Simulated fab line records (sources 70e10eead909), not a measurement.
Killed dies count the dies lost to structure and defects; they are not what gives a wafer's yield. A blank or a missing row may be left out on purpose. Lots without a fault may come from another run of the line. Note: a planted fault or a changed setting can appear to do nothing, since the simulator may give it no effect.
Chamber matching | flow nand-harc | NHARC_A_SLIT_DEP_23 on pecvd-04 has 3 sister chambers
The step deposits SiON, target thk 100 nm. 3 wafers are shown with their chamber, then 8 later ones without.

## EACH WAFER AND ITS CHAMBER
wafer  | chamber | showerhead-vpp-V (V)
L086.1 | 1       | 1007
L086.6 | 0       | 1180
L090.1 | 2       | 1222

## WAFERS WITH NO CHAMBER GIVEN
wafer  | showerhead-vpp-V (V)
L090.3 | 1160
L090.6 | 1182
L092.1 | 1168
L092.2 | 1004
L092.5 | 1161
L097.1 | 1173
L097.4 | 1168
L097.5 | 1225

## THE CHAMBER EACH PASSED THROUGH
wafer  | from the rows above | in truth
L090.3 | 0                   | 0
L090.6 | 0                   | 0
L092.1 | 0                   | 0
L092.2 | 1                   | 1
L092.5 | 0                   | 0
L097.1 | 0                   | 0
L097.4 | 0                   | 0
L097.5 | 2                   | 2
8 of 8 placed correctly. Left unplaced by these rows: 0. 0 placed wrongly.
How it was worked out, from the rows above alone: a wafer's distance from a chamber is the root of the sum, over the readings, of the square of ((its reading less the chamber's mean) divided by the reading's scatter). The wafer belongs to the nearest chamber; if the next one is less than 2 further off, it can't be placed. Each chamber's mean is taken over the wafers shown for it. The scatter (one wafer shown for each chamber): square how far every hidden wafer sits from the nearest shown wafer, average those squares and take the square root.
